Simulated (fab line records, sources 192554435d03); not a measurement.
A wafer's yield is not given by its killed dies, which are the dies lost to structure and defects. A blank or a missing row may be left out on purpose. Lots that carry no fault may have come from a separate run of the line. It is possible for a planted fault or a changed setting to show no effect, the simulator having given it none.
Which tool did it? || flow n5-finfet || Sampling: 10 lots, 30 wafers, 3 of 1938 route steps

## WHAT THE GAUGES READ, wafer by wafer
N5_BEOL_M4_RC_MEAS_101.
{"lot": "L612", "measured": "day 11 04:26", "on": "prober-02", "CJ_N": "4.44 4.48 4.40", "DIBL_N (mV/V)": "32.7 35.9 36.7", "DIBL_P (mV/V)": "32.2 34.8 36.0", "IOFF_N (nA/um)": "0.103 0.140 0.152", "IOFF_P (nA/um)": "0.16 0.19 0.20", "ION_N (uA/um)": "668 672 678", "ION_P (uA/um)": "463 457 458", "RS_PWELL (ohm/sq)": "2994 2994 2989", "SS_N (mV/dec)": "70.7 70.7 70.6", "SS_P (mV/dec)": "72.2 73.0 73.6", "VT_N (mV)": "255.7 251.5 250.0", "VT_P (mV)": "-256 -255 -251"}
{"lot": "L613", "measured": "day 10 23:41", "on": "prober-02", "CJ_N": "4.36 4.41 3.88", "DIBL_N (mV/V)": "37.7 38.0 34.6", "DIBL_P (mV/V)": "38.6 38.8 35.0", "IOFF_N (nA/um)": "0.180 0.185 0.132", "IOFF_P (nA/um)": "0.23 0.23 0.18", "ION_N (uA/um)": "685 679 673", "ION_P (uA/um)": "477 467 463", "RS_PWELL (ohm/sq)": "3061 3033 2945", "SS_N (mV/dec)": "71.5 72.4 71.2", "SS_P (mV/dec)": "73.7 73.4 72.3", "VT_N (mV)": "249.5 246.9 252.4", "VT_P (mV)": "-247 -248 -249"}
{"lot": "L614", "measured": "day 11 22:34", "on": "prober-01", "CJ_N": "4.29 4.33 4.03", "DIBL_N (mV/V)": "38.5 34.9 37.4", "DIBL_P (mV/V)": "40.8 36.2 39.1", "IOFF_N (nA/um)": "0.191 0.124 0.183", "IOFF_P (nA/um)": "0.23 0.17 0.21", "ION_N (uA/um)": "689 654 701", "ION_P (uA/um)": "469 455 466", "RS_PWELL (ohm/sq)": "3015 3027 2949", "SS_N (mV/dec)": "71.7 71.2 71.3", "SS_P (mV/dec)": "73.7 73.0 74.1", "VT_N (mV)": "247.8 255.7 246.0", "VT_P (mV)": "-248 -254 -252"}
{"lot": "L615", "measured": "day 12 00:50", "on": "prober-02", "CJ_N": "4.39 4.44 4.39", "DIBL_N (mV/V)": "34.7 35.7 35.7", "DIBL_P (mV/V)": "35.6 36.4 36.5", "IOFF_N (nA/um)": "0.134 0.155 0.146", "IOFF_P (nA/um)": "0.18 0.20 0.19", "ION_N (uA/um)": "666 679 674", "ION_P (uA/um)": "460 461 465", "RS_PWELL (ohm/sq)": "3020 3032 3046", "SS_N (mV/dec)": "71.4 71.4 71.2", "SS_P (mV/dec)": "72.7 72.8 72.5", "VT_N (mV)": "252.2 248.9 249.6", "VT_P (mV)": "-252 -251 -251"}
{"lot": "L624", "measured": "day 13 22:02", "on": "prober-02", "CJ_N": "4.38 4.32 4.38", "DIBL_N (mV/V)": "35.8 36.9 35.5", "DIBL_P (mV/V)": "34.7 37.0 34.6", "IOFF_N (nA/um)": "0.133 0.160 0.142", "IOFF_P (nA/um)": "0.21 0.25 0.22", "ION_N (uA/um)": "668 669 665", "ION_P (uA/um)": "463 465 466", "RS_PWELL (ohm/sq)": "3004 2999 3000", "SS_N (mV/dec)": "70.8 71.2 70.7", "SS_P (mV/dec)": "73.0 73.9 72.5", "VT_N (mV)": "252.7 245.8 247.8", "VT_P (mV)": "-247 -246 -248"}
{"lot": "L626", "measured": "day 14 18:20", "on": "prober-01", "CJ_N": "4.22 4.23 4.37", "DIBL_N (mV/V)": "34.8 32.6 35.5", "DIBL_P (mV/V)": "35.1 32.5 35.8", "IOFF_N (nA/um)": "0.140 0.105 0.151", "IOFF_P (nA/um)": "0.18 0.15 0.20", "ION_N (uA/um)": "665 658 662", "ION_P (uA/um)": "452 454 457", "RS_PWELL (ohm/sq)": "2978 2980 2974", "SS_N (mV/dec)": "71.5 70.6 70.9", "SS_P (mV/dec)": "73.5 73.3 73.1", "VT_N (mV)": "250.6 256.1 249.8", "VT_P (mV)": "-255 -255 -253"}
{"lot": "L627", "measured": "day 15 03:25", "on": "prober-02", "CJ_N": "4.35 4.45 4.36", "DIBL_N (mV/V)": "37.2 39.3 36.8", "DIBL_P (mV/V)": "37.0 38.5 36.7", "IOFF_N (nA/um)": "0.177 0.221 0.175", "IOFF_P (nA/um)": "0.23 0.26 0.24", "ION_N (uA/um)": "681 682 687", "ION_P (uA/um)": "468 466 474", "RS_PWELL (ohm/sq)": "3034 3052 3018", "SS_N (mV/dec)": "71.8 72.9 70.9", "SS_P (mV/dec)": "73.7 73.6 74.0", "VT_N (mV)": "250.5 246.6 247.1", "VT_P (mV)": "-249 -246 -248"}
{"lot": "L628", "measured": "day 15 04:00", "on": "prober-01", "CJ_N": "4.52 4.39 4.41", "DIBL_N (mV/V)": "35.2 33.8 36.6", "DIBL_P (mV/V)": "32.4 32.5 35.7", "IOFF_N (nA/um)": "0.128 0.107 0.150", "IOFF_P (nA/um)": "0.17 0.17 0.22", "ION_N (uA/um)": "662 669 673", "ION_P (uA/um)": "459 462 466", "RS_PWELL (ohm/sq)": "3043 3044 3012", "SS_N (mV/dec)": "70.8 70.2 71.1", "SS_P (mV/dec)": "72.1 72.8 72.9", "VT_N (mV)": "256.1 258.0 251.3", "VT_P (mV)": "-253 -255 -248"}
{"lot": "L629", "measured": "day 15 06:22", "on": "prober-01", "CJ_N": "4.41 4.42 4.51", "DIBL_N (mV/V)": "35.8 36.0 39.1", "DIBL_P (mV/V)": "35.9 36.7 38.8", "IOFF_N (nA/um)": "0.150 0.158 0.214", "IOFF_P (nA/um)": "0.18 0.20 0.23", "ION_N (uA/um)": "663 665 697", "ION_P (uA/um)": "453 462 468", "RS_PWELL (ohm/sq)": "2999 3008 3019", "SS_N (mV/dec)": "71.1 71.2 71.9", "SS_P (mV/dec)": "72.5 72.8 73.2", "VT_N (mV)": "251.4 247.5 244.7", "VT_P (mV)": "-251 -249 -251"}
{"lot": "L632", "measured": "day 15 11:02", "on": "prober-02", "CJ_N": "4.43 4.56 4.39", "DIBL_N (mV/V)": "36.1 35.9 37.9", "DIBL_P (mV/V)": "36.9 34.8 39.6", "IOFF_N (nA/um)": "0.145 0.148 0.192", "IOFF_P (nA/um)": "0.21 0.19 0.25", "ION_N (uA/um)": "660 662 697", "ION_P (uA/um)": "455 456 471", "RS_PWELL (ohm/sq)": "3016 3030 3030", "SS_N (mV/dec)": "71.4 71.4 72.3", "SS_P (mV/dec)": "73.0 72.7 73.9", "VT_N (mV)": "253.2 252.0 247.7", "VT_P (mV)": "-253 -252 -249"}

## TOOL THAT RAN EACH LOT (tool first, then ch and the chambers of the sampled wafers, then the start)
{"lot": "L612", "N5_ZERO_LAYER_PECVD_02": "pecvd-02 ch 0,1, day 2 06:19", "N5_BEOL_M4_ANNEAL_51": "rtp-anneal-01 ch 0, day 11 03:13"}
{"lot": "L613", "N5_ZERO_LAYER_PECVD_02": "pecvd-02 ch 0,1,2, day 2 12:17", "N5_BEOL_M4_ANNEAL_51": "rtp-anneal-01 ch 0, day 10 22:36"}
{"lot": "L614", "N5_ZERO_LAYER_PECVD_02": "pecvd-02 ch 0,1, day 2 18:17", "N5_BEOL_M4_ANNEAL_51": "rtp-anneal-02 ch 0, day 11 21:40"}
{"lot": "L615", "N5_ZERO_LAYER_PECVD_02": "pecvd-01 ch 0,1, day 3 00:17", "N5_BEOL_M4_ANNEAL_51": "rtp-anneal-01 ch 0, day 11 23:50"}
{"lot": "L624", "N5_ZERO_LAYER_PECVD_02": "pecvd-01 ch 1, day 5 06:19", "N5_BEOL_M4_ANNEAL_51": "rtp-anneal-02 ch 0, day 13 20:56"}
{"lot": "L626", "N5_ZERO_LAYER_PECVD_02": "pecvd-03 ch 0,1,2, day 5 18:17", "N5_BEOL_M4_ANNEAL_51": "rtp-anneal-01 ch 0, day 14 17:03"}
{"lot": "L627", "N5_ZERO_LAYER_PECVD_02": "pecvd-02 ch 0,2, day 6 00:17", "N5_BEOL_M4_ANNEAL_51": "rtp-anneal-01 ch 0, day 15 02:26"}
{"lot": "L628", "N5_ZERO_LAYER_PECVD_02": "pecvd-01 ch 1, day 6 06:17", "N5_BEOL_M4_ANNEAL_51": "rtp-anneal-01 ch 0, day 15 02:55"}
{"lot": "L629", "N5_ZERO_LAYER_PECVD_02": "pecvd-02 ch 0,1,2, day 6 12:17", "N5_BEOL_M4_ANNEAL_51": "rtp-anneal-01 ch 0, day 15 05:25"}
{"lot": "L632", "N5_ZERO_LAYER_PECVD_02": "pecvd-03 ch 0,1, day 7 06:17", "N5_BEOL_M4_ANNEAL_51": "rtp-anneal-02 ch 0, day 15 10:08"}
- N5_ZERO_LAYER_PECVD_02: deposits SiO2 from SiH4/N2O, target thk 10 nm, time 6 s.
- N5_BEOL_M4_ANNEAL_51: time 90 s.

## AS READ BY THE TOOLS THEMSELVES (means over the sampled wafers that have a number; for cases with no such wafer, the mark the record gives instead)
N5_ZERO_LAYER_PECVD_02.
{"lot": "L612", "tool": "pecvd-02", "heater-power-outer-w (W)": 429, "heater-power-w (W)": 732, "rf-fwd-power-W (W)": 273.6, "showerhead-plenum-p-Torr (Torr)": 8.19}
{"lot": "L613", "tool": "pecvd-02", "heater-power-outer-w (W)": 439, "heater-power-w (W)": 758, "rf-fwd-power-W (W)": 272.4, "showerhead-plenum-p-Torr (Torr)": 8.17}
{"lot": "L614", "tool": "pecvd-02", "heater-power-outer-w (W)": 430, "heater-power-w (W)": 755, "rf-fwd-power-W (W)": 273.6, "showerhead-plenum-p-Torr (Torr)": 8.20}
{"lot": "L615", "tool": "pecvd-01", "heater-power-outer-w (W)": 512, "heater-power-w (W)": 866, "rf-fwd-power-W (W)": 273.7, "showerhead-plenum-p-Torr (Torr)": 8.13}
{"lot": "L624", "tool": "pecvd-01", "heater-power-outer-w (W)": 567, "heater-power-w (W)": 932, "rf-fwd-power-W (W)": 273.0, "showerhead-plenum-p-Torr (Torr)": 8.14}
{"lot": "L626", "tool": "pecvd-03", "heater-power-outer-w (W)": 485, "heater-power-w (W)": 808, "rf-fwd-power-W (W)": 272.0, "showerhead-plenum-p-Torr (Torr)": 8.16}
{"lot": "L627", "tool": "pecvd-02", "heater-power-outer-w (W)": 478, "heater-power-w (W)": 825, "rf-fwd-power-W (W)": 273.2, "showerhead-plenum-p-Torr (Torr)": 8.18}
{"lot": "L628", "tool": "pecvd-01", "heater-power-outer-w (W)": 529, "heater-power-w (W)": 890, "rf-fwd-power-W (W)": 273.8, "showerhead-plenum-p-Torr (Torr)": 8.15}
{"lot": "L629", "tool": "pecvd-02", "heater-power-outer-w (W)": 455, "heater-power-w (W)": 761, "rf-fwd-power-W (W)": 273.5, "showerhead-plenum-p-Torr (Torr)": 8.19}
{"lot": "L632", "tool": "pecvd-03", "heater-power-outer-w (W)": 460, "heater-power-w (W)": 768, "rf-fwd-power-W (W)": 271.5, "showerhead-plenum-p-Torr (Torr)": 8.16}

N5_BEOL_M4_ANNEAL_51.
{"lot": "L612", "tool": "rtp-anneal-01", "wafer_temp_C_max": 226.30}
{"lot": "L613", "tool": "rtp-anneal-01", "wafer_temp_C_max": 226.13}
{"lot": "L614", "tool": "rtp-anneal-02", "wafer_temp_C_max": 225.79}
{"lot": "L615", "tool": "rtp-anneal-01", "wafer_temp_C_max": 226.28}
{"lot": "L624", "tool": "rtp-anneal-02", "wafer_temp_C_max": 225.75}
{"lot": "L626", "tool": "rtp-anneal-01", "wafer_temp_C_max": 226.12}
{"lot": "L627", "tool": "rtp-anneal-01", "wafer_temp_C_max": 226.05}
{"lot": "L628", "tool": "rtp-anneal-01", "wafer_temp_C_max": 226.03}
{"lot": "L629", "tool": "rtp-anneal-01", "wafer_temp_C_max": 226.27}
{"lot": "L632", "tool": "rtp-anneal-02", "wafer_temp_C_max": 225.87}

## THE ANSWER, worked out from the rows above alone
Rule: usual is defined by the lots themselves. Put in order of their means at a reading, lots are off if they are a third of the lots or fewer, leave a main group of 4 or more, and stand apart from it by a gap of 3 or more times the standard deviation of the main group's means; of several such gaps the widest counts. The tables above print the reading to a certain number of digits; a main group whose means all agree to those digits is not used. Also off: a lot with no number at a reading for which 4 or more lots have one. The other lots that the step has rows for count as sound. First the gauges in route order, then the tools' own readings, where a lot's mean is used as printed above. At the first step where some lot is off, the reading lying furthest off is the one used; lots without a number count as furthest.
None of the lots is off at any reading shown; this tells nothing.

## WHAT HAD BEEN PUT IN BY THE SIMULATOR
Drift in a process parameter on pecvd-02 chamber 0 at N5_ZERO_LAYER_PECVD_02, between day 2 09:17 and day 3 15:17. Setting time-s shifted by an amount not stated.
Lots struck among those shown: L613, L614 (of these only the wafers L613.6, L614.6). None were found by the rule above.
